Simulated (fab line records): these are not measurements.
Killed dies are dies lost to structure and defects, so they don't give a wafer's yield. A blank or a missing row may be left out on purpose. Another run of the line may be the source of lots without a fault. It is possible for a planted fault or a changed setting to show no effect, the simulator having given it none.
A struck lot beside a sound one + flow nandHarc + 15 out of 1159 route steps
Sound: the wafers L389.4, L389.5, L389.6. Wafers struck: L395.2, L395.5, L395.6. At the end, the cause is stated.
Order at every step that has rows: each side's tool, ch and its chambers, its first start. Under that, the readings that differ: sound wafers + struck wafers + difference of the means + sigmas: that difference in standard deviations of wafers without a fault.
alike: readings with means less than 2 such deviations apart, plus words and numbers identical on both sides. not compared: withheld readings, readings lacking a value on some wafer, bounds such as >300 that could conceal the same value, and numbers that have no deviation in the record and whose values overlap.
The two part at a step that has a row with sigmas, a row that says differs or no value, or rows on one side only. Non-overlapping numbers with no deviation appear without sigmas and do not part them. A reading that every wafer of one side lacks parts them only if that side has two wafers or more.

first, 5 steps without rows for these wafers: NHARC_P_GATE_SOFTBAKE_86 (time 95 s); NHARC_P_GATE_EBR_87; NHARC_P_GATE_EXPOSE_88 (exposes mask P HVN, target cd 2000 nm); NHARC_P_GATE_PEB_89 (peb time 85 s); NHARC_P_GATE_DEVELOP_90 (time 70 s).
NHARC_P_GATE_CD_MEAS_91: target cd 2000 nm.
  sound on cdSem-02 ch 0, day 5 11:08; struck on cdSem-03 ch 0, day 7 05:41
  alike: cdNm
then, 1 step without rows for these wafers: NHARC_P_GATE_HARDBAKE_92 (time 80 s).
NHARC_P_GATE_DESCUM_93: chemistry O2, time 3 s.
  sound on rieDiel-03 ch 0,1,3, day 5 11:22; struck on rieDiel-13 ch 0,3, day 7 05:51
  alike: drypumpMotorCurrentA, o2FlowSccm, oesProductAu, rfVppV, showerheadPlenumPTorr, throttleValvePct
  not compared: rfHoursCounterH
next, for these wafers, 1 step has no rows: NHARC_P_GATE_IMPLANT_94.
NHARC_P_GATE_STRIP_113: strips in N2/H2, time 740 s.
  sound on plasmaAsher-02 ch 0,1, day 5 12:12; struck on plasmaAsher-02 ch 0,1, day 7 06:32
  alike: drypumpMotorCurrentA, heaterPowerW
  not compared: rfHoursCounterH
NHARC_P_GATE_STRIP_95: strips in O2.
  sound on plasmaAsher-02 ch 0,1, day 5 12:42; struck on plasmaAsher-02 ch 0,1, day 7 07:10
  alike: drypumpMotorCurrentA, heaterPowerW
  not compared: rfHoursCounterH
then, 1 step without rows for these wafers: NHARC_P_GATE_STRIP_96 (strips in SPM, time 900 s).
NHARC_P_GATE_RTA_64: time 1 s.
  sound on rtpAnneal-01 ch 0, day 5 13:37; struck on rtpAnneal-02, day 7 07:50
  no value came back on the struck wafers for annealTempCMax, lampPowerPct (%), lamp_zone_5_pct (%), wafer_temp_C_max; on the sound wafers annealTempCMax reads 1054.1 1055.0 1055.2
then, 1 step without rows for these wafers: NHARC_P_GATE_ETCH_77 (etches SiO2 in dHF, target depth 6 nm).
-- the record jumps here: 14 days lie between the struck wafers' starts before and after (it left off in module P_GATE and takes up again in module END, whose first step shown is number 1159 of the route) --
NHARC_END_SORT_01:
  the record has rows for the struck wafers here (prober-01 ch 0, day 20 20:17) and none for the sound ones

WHERE THEY PART
At NHARC_P_GATE_RTA_64 first; at NHARC_END_SORT_01 last (within this record only).

WHY: whatever the simulator had introduced
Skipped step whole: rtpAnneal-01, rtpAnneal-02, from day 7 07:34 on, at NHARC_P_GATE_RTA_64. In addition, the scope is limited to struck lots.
